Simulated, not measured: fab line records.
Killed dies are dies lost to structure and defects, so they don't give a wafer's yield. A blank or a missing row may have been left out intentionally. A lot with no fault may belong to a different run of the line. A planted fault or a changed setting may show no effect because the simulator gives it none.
fab line records ; flow n5Finfet ; part 2 of 2: steps 4 to 6 of 6
record lots=24; wafers=72; lastDay=18
route steps=1938 shown HKMG_FIN@435 GATE_CUT@470 MOL_CONTACT_COAG@528
lots that met no fault: taken from a fault-free run of the same line
startH: hours from the record's opening day to when the first of the lot's shown wafers began ; waitH: hours since the lot's step before ; " the same as in the row above ; L1.1+2: several wafers, shown together as one row ; - no value present, or no start provided ; * or withheld: withheld ; < > ~ a bound
route shown NAME@n: NAME is a module with steps in the file, n the number in the route of the first one ; usual: mean/standard deviation of fault-free wafers ; same: alike in all rows ; chamber/n: place in a boat ; sites: readings site by site ; _std_site: how widely they spread, as a standard deviation ; _edge_site: mean of outer sites minus mean of inner sites ; radiusMm: how far each site lies from the wafer's centre ; mask NAME#n: copy n ; behind: tool/chamber where the wafer was last shaped ; hold: what put the lot on hold/how long, in hours/how the hold closed ; device: which transistor (n, p or np) failed to switch ; end of line: the route-end tests of the same wafers ; a step given without rows: its recipe and nothing more ; killed: dies that structure and defects cost at the first sort, which is not the same as the wafer's yield ; map: per-die view of a wafer (x killed, . not killed, _ where there is no die)
set.NAME: setting as actually run; set.NAME@STEP: the setting as run at that earlier step ; model.NAME: the simulator's own value behind a step, which no gauge read
a sample of lots followed through the steps of the route, with each step as a table and each wafer as a row
services: when a tool's chamber went out of use (startH, in hours from the record's first day, below 0 if earlier), for how many hours, and the reason
## steps
# step N5_GATE_CUT_ETCH_36
# recipe chemistry=CF4; target=SiARC; targetDepthA=130; maskMaterial=CAR-EUV; timeS=21.7; ionEnergyEv=80; pressureMtorr=40; sourceW=545; biasW=36; Ar_flow_sccm=100; cf4FlowSccm=100; ends=cleared
# usual drypumpMotorCurrentA=6.0/0.46; etchRfOnTimeS=21.8/0.69; oesProductAu=0.64/0.046; rfVppV=184.1/1.3; showerheadPlenumPTorr=2.15/0.083; throttleValvePct=15.75/0.29
lot.wafer;tool;chamber;startH;waitH;drypumpMotorCurrentA;etchRfOnTimeS;oesProductAu;rfHoursCounterH;rfVppV;showerheadPlenumPTorr;throttleValvePct
L074.3;rieDiel-01;0;87.74;0.0;5.5;22.1;0.61;196;183.9;2.14;15.89
L074.5;rieDiel-01;1;87.74;0.0;5.5;21.3;0.61;-;186.3;2.20;16.02
L074.6;rieDiel-01;2;87.74;0.0;5.4;22.3;0.64;-;185.9;2.22;15.64
L075.2;rieDiel-03;0;92.78;0.0;5.7;22.1;0.67;126;186.6;2.23;15.85
L075.5;rieDiel-03;1;92.78;0.0;6.8;21.7;0.61;-;183.5;2.06;15.92
L075.6;rieDiel-03;0;92.78;0.0;5.7;21.9;0.67;-;185.3;2.23;15.84
L076.1;rieDiel-03;0;100.78;0.0;5.7;22.1;0.65;129;185.4;2.23;15.88
L076.4;rieDiel-03;1;100.78;0.0;6.8;21.6;0.62;177;182.9;2.05;15.91
L076.6;rieDiel-03;1;100.78;0.0;6.8;21.6;0.61;-;182.3;2.05;15.92
L077.2;rieDiel-01;0;107.84;0.0;5.5;22.3;0.61;199;183.1;2.14;15.91
L077.3;rieDiel-01;1;107.84;0.0;5.5;21.3;0.61;230;184.9;2.20;16.04
L077.4;rieDiel-01;2;107.84;0.0;5.4;22.6;0.62;163;185.2;2.21;15.66
L078.3;rieDiel-03;2;111.18;0.0;6.2;22.7;0.59;179;184.6;2.23;15.89
L078.4;rieDiel-03;0;111.18;0.0;5.7;22.0;0.66;132;185.3;2.23;15.86
L078.6;rieDiel-03;1;111.18;0.0;6.8;21.5;0.61;-;183.2;2.05;15.93
L079.1;rieDiel-03;2;115.03;0.0;6.2;22.8;0.59;180;185.1;2.23;15.90
L079.4;rieDiel-03;3;115.03;0.0;5.8;20.9;0.71;89;183.2;2.08;15.23
L079.6;rieDiel-03;1;115.03;0.0;6.8;21.5;0.61;-;184.4;2.05;15.92
L080.1;rieDiel-03;3;119.02;0.0;5.8;21.4;0.69;91;182.5;2.08;15.24
L080.2;rieDiel-03;2;119.02;0.0;6.2;23.4;0.59;182;185.3;2.23;15.91
L080.3;rieDiel-03;0;119.02;0.0;5.8;22.4;0.65;135;185.2;2.23;15.86
L081.2;rieDiel-01;3;129.25;0.0;5.4;21.4;0.67;123;184.1;2.17;15.98
L081.4;rieDiel-01;3;129.25;0.0;5.4;21.4;0.68;-;184.4;2.17;15.97
L081.6;rieDiel-01;1;129.25;0.0;5.5;21.2;0.61;-;184.7;2.20;16.04
L082.2;rieDiel-03;3;134.71;0.0;5.9;21.0;0.69;94;183.1;2.08;15.25
L082.3;rieDiel-03;1;134.71;0.0;6.8;21.7;0.60;188;183.1;2.05;15.93
L082.6;rieDiel-03;0;134.71;0.0;5.7;22.2;0.64;-;182.3;2.23;15.88
L083.1;rieDiel-01;1;142.18;0.0;5.5;20.9;0.60;240;184.4;2.20;16.05
L083.3;rieDiel-01;0;142.18;0.0;5.5;21.9;0.61;209;183.4;2.14;15.92
L083.6;rieDiel-01;2;142.18;0.0;5.4;22.1;0.63;-;184.8;2.21;15.66
L084.1;rieDiel-03;3;144.64;0.0;5.8;21.1;0.69;98;181.4;2.08;15.26
L084.2;rieDiel-03;0;144.64;0.0;5.8;22.4;0.64;143;186.1;2.22;15.89
L084.5;rieDiel-03;0;144.64;0.0;5.8;22.2;0.65;-;184.0;2.22;15.88
L085.4;rieDiel-03;3;158.55;0.0;5.8;21.2;0.68;-;183.3;2.07;15.26
L085.5;rieDiel-03;0;158.55;0.0;5.8;22.4;0.64;-;186.3;2.22;15.90
L085.6;rieDiel-03;2;158.55;0.0;6.2;23.0;0.58;-;187.2;2.23;15.91
L086.2;rieDiel-03;0;162.46;0.0;5.7;22.3;0.64;148;185.9;2.22;15.90
L086.4;rieDiel-03;3;162.46;0.0;5.8;21.0;0.68;-;183.1;2.07;15.25
L086.6;rieDiel-03;0;162.46;0.0;5.7;22.2;0.64;-;185.3;2.22;15.89
L087.1;rieDiel-03;3;166.82;0.0;5.9;20.9;0.69;105;184.6;2.07;15.28
L087.2;rieDiel-03;0;166.82;0.0;5.8;22.0;0.65;150;186.5;2.22;15.92
L087.3;rieDiel-03;2;166.82;0.0;6.2;22.7;0.59;194;185.2;2.23;15.93
L088.1;rieDiel-06;1;170.44;0.0;6.5;22.3;0.74;32;185.9;2.26;15.46
L088.2;rieDiel-06;2;170.44;0.0;5.6;21.5;0.60;242;183.6;2.10;16.12
L088.3;rieDiel-06;0;170.44;0.0;6.5;20.8;0.65;181;182.5;2.04;15.32
L089.1;rieDiel-03;0;173.81;0.0;5.8;22.2;0.64;153;184.7;2.22;15.91
L089.3;rieDiel-03;2;173.81;0.0;6.2;22.8;0.58;197;185.3;2.23;15.94
L089.4;rieDiel-03;1;173.81;0.0;6.7;21.8;0.60;194;182.9;2.05;15.95
L090.2;rieDiel-03;1;179.09;0.0;6.8;21.9;0.59;196;182.7;2.05;15.95
L090.3;rieDiel-03;0;179.09;0.0;5.7;22.2;0.63;155;184.9;2.22;15.92
L090.5;rieDiel-03;1;179.09;0.0;6.8;21.9;0.59;-;183.2;2.05;15.97
L091.3;rieDiel-06;3;185.45;0.0;5.9;20.7;0.68;127;181.8;1.99;15.33
L091.4;rieDiel-06;0;185.45;0.0;6.5;20.7;0.65;185;182.9;2.04;15.32
L091.6;rieDiel-06;3;185.45;0.0;5.8;20.6;0.67;-;182.3;1.99;15.31
L092.2;rieDiel-06;1;197.23;0.0;6.5;22.3;0.73;39;185.6;2.26;15.47
L092.4;rieDiel-06;3;197.23;0.0;5.9;20.6;0.67;131;181.2;1.99;15.34
L092.6;rieDiel-06;0;197.23;0.0;6.6;21.0;0.64;-;183.1;2.04;15.34
L093.1;rieDiel-03;0;200.59;0.0;5.7;22.2;0.64;162;184.5;2.22;15.91
L093.4;rieDiel-03;1;200.59;0.0;6.8;21.4;0.59;204;183.9;2.05;15.99
L093.6;rieDiel-03;2;200.59;0.0;6.2;22.5;0.58;-;184.3;2.22;15.96
L094.1;rieDiel-03;0;206.75;0.0;5.7;21.8;0.64;164;185.0;2.22;15.92
L094.2;rieDiel-03;1;206.75;0.0;6.8;21.0;0.59;206;183.2;2.05;15.98
L094.3;rieDiel-03;2;206.75;0.0;6.2;22.6;0.58;210;184.4;2.22;15.97
L095.3;rieDiel-01;1;216.83;0.0;5.5;21.5;0.81;9;184.7;2.19;15.58
L095.5;rieDiel-01;0;216.83;0.0;5.5;22.3;0.58;-;184.0;2.13;15.97
L095.6;rieDiel-01;1;216.83;0.0;5.5;21.5;0.81;-;184.8;2.19;15.58
L096.2;rieDiel-06;0;221.44;0.0;6.5;20.6;0.65;197;182.3;2.04;15.35
L096.3;rieDiel-06;1;221.44;0.0;6.5;22.3;0.72;46;183.6;2.26;15.49
L096.5;rieDiel-06;1;221.44;0.0;6.5;22.2;0.73;-;184.1;2.26;15.50
L097.2;rieDiel-03;2;222.44;0.0;6.2;22.9;0.57;215;183.7;2.22;15.98
L097.4;rieDiel-03;0;222.44;0.0;5.8;22.1;0.63;169;184.4;2.22;15.95
L097.5;rieDiel-03;1;222.44;0.0;6.8;21.4;0.59;-;182.1;2.04;16.00
# step N5_GATE_CUT_CMP_43
# recipe material=SiO2; postCmpClean=rinseOnly
# usual motorCurrentA=12.2/1.5
lot.wafer;tool;chamber;startH;waitH;motorCurrentA
L074.3;cmp-02;0;94.48;0.2;11.2
L074.5;cmp-02;2;94.48;0.2;9.2
L074.6;cmp-02;3;94.48;0.2;12.8
L075.2;cmp-01;3;98.08;0.0;13.5
L075.6;cmp-01;3;98.08;0.0;13.0
L075.5;cmp-01;0;98.08;0.0;13.9
L076.1;cmp-03;1;103.46;0.1;12.5
L076.4;cmp-03;2;103.46;0.1;15.1
L076.6;cmp-03;1;103.46;0.1;13.7
L077.4;cmp-02;2;110.43;0.0;8.8
L077.3;cmp-02;3;110.43;0.0;12.2
L077.2;cmp-02;1;110.43;0.0;13.9
L078.4;cmp-03;0;113.78;0.0;12.1
L078.3;cmp-03;2;113.78;0.0;14.2
L078.6;cmp-03;1;113.78;0.0;13.2
L079.4;cmp-03;0;117.68;0.1;11.7
L079.1;cmp-03;3;117.68;0.1;12.2
L079.6;cmp-03;1;117.68;0.1;12.4
L080.3;cmp-01;1;121.88;0.0;10.4
L080.2;cmp-01;3;121.88;0.0;13.1
L080.1;cmp-01;0;121.88;0.0;13.4
L081.2;cmp-01;2;132.01;0.2;10.7
L081.4;cmp-01;3;132.01;0.2;12.6
L081.6;cmp-01;2;132.01;0.2;11.0
L082.2;cmp-01;0;137.47;0.2;13.4
L082.3;cmp-01;1;137.47;0.2;10.2
L082.6;cmp-01;3;137.47;0.2;13.0
L083.3;cmp-01;3;145.37;0.0;12.2
L083.1;cmp-01;1;145.37;0.0;10.4
L083.6;cmp-01;3;145.37;0.0;12.6
L084.1;cmp-02;2;147.25;0.0;9.3
L084.2;cmp-02;1;147.25;0.0;14.2
L084.5;cmp-02;2;147.25;0.0;9.8
L085.4;cmp-03;2;161.75;0.3;14.9
L085.6;cmp-03;3;161.75;0.3;11.7
L085.5;cmp-03;0;161.75;0.3;12.7
L086.2;cmp-02;2;165.06;0.0;9.6
L086.4;cmp-02;1;165.06;0.0;14.0
L086.6;cmp-02;2;165.06;0.0;9.0
L087.3;cmp-02;3;169.42;0.0;12.2
L087.2;cmp-02;0;169.42;0.0;10.6
L087.1;cmp-02;2;169.42;0.0;9.9
L088.2;cmp-01;3;173.03;0.0;12.8
L088.1;cmp-01;1;173.03;0.0;11.2
L088.3;cmp-01;2;173.03;0.0;11.0
L089.1;cmp-03;3;176.41;0.0;12.4
L089.3;cmp-03;0;176.41;0.0;12.3
L089.4;cmp-03;2;176.41;0.0;14.7
L090.3;cmp-02;1;181.68;0.0;13.7
L090.2;cmp-02;0;181.68;0.0;10.7
L090.5;cmp-02;2;181.68;0.0;9.3
L091.4;cmp-03;3;188.74;0.2;12.3
L091.3;cmp-03;0;188.74;0.2;12.1
L091.6;cmp-03;1;188.74;0.2;13.8
L092.2;cmp-03;1;199.83;0.0;13.1
L092.4;cmp-03;0;199.83;0.0;12.9
L092.6;cmp-03;2;199.83;0.0;14.9
L093.1;cmp-01;1;203.27;0.1;10.7
L093.4;cmp-01;2;203.27;0.1;10.7
L093.6;cmp-01;1;203.27;0.1;10.7
L094.2;cmp-02;3;209.35;0.0;12.2
L094.3;cmp-02;1;209.35;0.0;15.1
L094.1;cmp-02;2;209.35;0.0;9.4
L095.3;cmp-01;1;219.60;0.2;10.7
L095.6;cmp-01;3;219.60;0.2;13.0
L095.5;cmp-01;0;219.60;0.2;13.9
L096.2;cmp-03;2;224.11;0.1;15.0
L096.3;cmp-03;0;224.11;0.1;12.2
L096.5;cmp-03;2;224.11;0.1;14.4
L097.4;cmp-01;2;225.11;0.1;11.0
L097.2;cmp-01;3;225.11;0.1;12.9
L097.5;cmp-01;2;225.11;0.1;11.2
# step N5_MOL_CONTACT_COAG_INSPECT_10
# recipe mode=adi; inspectInstrument=brightfield
# usual rawDefectCount=72/25
lot.wafer;tool;chamber;startH;waitH;rawDefectCount
L074.3;defectInspect-02;-;95.55;0.0;73
L074.5;defectInspect-02;-;95.55;0.0;62
L074.6;defectInspect-02;-;95.55;0.0;60
L075.2;defectInspect-02;-;99.17;0.0;63
L075.5;defectInspect-02;-;99.17;0.0;77
L075.6;defectInspect-02;-;99.17;0.0;85
L076.1;defectInspect-01;-;104.48;0.1;87
L076.4;defectInspect-01;-;104.48;0.1;118
L076.6;defectInspect-01;-;104.48;0.1;64
L077.2;defectInspect-02;-;111.53;0.0;60
L077.3;defectInspect-02;-;111.53;0.0;100
L077.4;defectInspect-02;-;111.53;0.0;75
L078.3;defectInspect-01;-;114.88;0.0;48
L078.4;defectInspect-01;-;114.88;0.0;39
L078.6;defectInspect-01;-;114.88;0.0;66
L079.1;defectInspect-02;-;118.78;0.1;39
L079.4;defectInspect-02;-;118.78;0.1;45
L079.6;defectInspect-02;-;118.78;0.1;79
L080.1;defectInspect-02;-;122.98;0.1;120
L080.2;defectInspect-02;-;122.98;0.1;83
L080.3;defectInspect-02;-;122.98;0.1;86
L081.2;defectInspect-01;-;133.03;0.0;62
L081.4;defectInspect-01;-;133.03;0.0;55
L081.6;defectInspect-01;-;133.03;0.0;47
L082.2;defectInspect-01;-;138.41;0.0;78
L082.3;defectInspect-01;-;138.41;0.0;121
L082.6;defectInspect-01;-;138.41;0.0;88
L083.1;defectInspect-02;-;146.48;0.1;85
L083.3;defectInspect-02;-;146.48;0.1;58
L083.6;defectInspect-02;-;146.48;0.1;119
L084.1;defectInspect-02;-;148.47;0.1;102
L084.2;defectInspect-02;-;148.47;0.1;76
L084.5;defectInspect-02;-;148.47;0.1;90
L085.4;defectInspect-02;-;162.61;0.0;59
L085.5;defectInspect-02;-;162.61;0.0;108
L085.6;defectInspect-02;-;162.61;0.0;139
L086.2;defectInspect-01;-;166.15;0.0;67
L086.4;defectInspect-01;-;166.15;0.0;83
L086.6;defectInspect-01;-;166.15;0.0;107
L087.1;defectInspect-01;-;170.64;0.1;76
L087.2;defectInspect-01;-;170.64;0.1;61
L087.3;defectInspect-01;-;170.64;0.1;75
L088.1;defectInspect-01;-;174.14;0.1;71
L088.2;defectInspect-01;-;174.14;0.1;56
L088.3;defectInspect-01;-;174.14;0.1;70
L089.1;defectInspect-02;-;177.63;0.1;72
L089.3;defectInspect-02;-;177.63;0.1;50
L089.4;defectInspect-02;-;177.63;0.1;46
L090.2;defectInspect-02;-;182.87;0.0;39
L090.3;defectInspect-02;-;182.87;0.0;40
L090.5;defectInspect-02;-;182.87;0.0;25
L091.3;defectInspect-02;-;189.80;0.0;59
L091.4;defectInspect-02;-;189.80;0.0;43
L091.6;defectInspect-02;-;189.80;0.0;48
L092.2;defectInspect-02;-;201.06;0.0;56
L092.4;defectInspect-02;-;201.06;0.0;82
L092.6;defectInspect-02;-;201.06;0.0;77
L093.1;defectInspect-02;-;204.29;0.1;66
L093.4;defectInspect-02;-;204.29;0.1;69
L093.6;defectInspect-02;-;204.29;0.1;85
L094.1;defectInspect-02;-;210.57;0.1;42
L094.2;defectInspect-02;-;210.57;0.1;55
L094.3;defectInspect-02;-;210.57;0.1;50
L095.3;defectInspect-01;-;220.69;0.0;81
L095.5;defectInspect-01;-;220.69;0.0;139
L095.6;defectInspect-01;-;220.69;0.0;93
L096.2;defectInspect-01;-;225.27;0.0;71
L096.3;defectInspect-01;-;225.27;0.0;76
L096.5;defectInspect-01;-;225.27;0.0;110
L097.2;defectInspect-02;-;226.13;0.0;83
L097.4;defectInspect-02;-;226.13;0.0;87
L097.5;defectInspect-02;-;226.13;0.0;46
## services
tool;chamber;startH;hours;kind
rieDiel-02;-;63.88;0.1;repair
cmp-04;-;70.46;2.0;repair
cmp-02;-;86.03;4.8;pm
rieDiel-01;0;90.51;8.2;repair
rieDiel-06;0;92.45;4.8;repair
cmp-02;-;98.95;0.2;repair
rieDiel-01;0;116.14;1.5;repair
cmp-03;-;120.98;2.5;repair
rieDiel-01;2;127.11;6.6;repair
cmp-02;-;130.90;4.0;pm
rieDiel-03;2;140.26;5.8;repair
cmp-01;-;146.36;3.7;repair
rieDiel-06;1;154.34;5.2;repair
rieDiel-05;-;164.14;0.3;repair
rieDiel-05;-;171.64;2.2;repair
cmp-02;-;171.99;2.0;repair
rieDiel-02;3;173.21;5.4;repair
cmp-01;-;183.00;2.6;repair
cmp-03;-;192.55;7.1;pm
rieDiel-06;-;199.41;3.9;repair
rieDiel-05;3;201.47;13.7;repair
rieDiel-01;3;207.40;19.4;repair
cmp-03;-;209.25;4.0;pm
rieDiel-05;2;219.41;2.6;repair
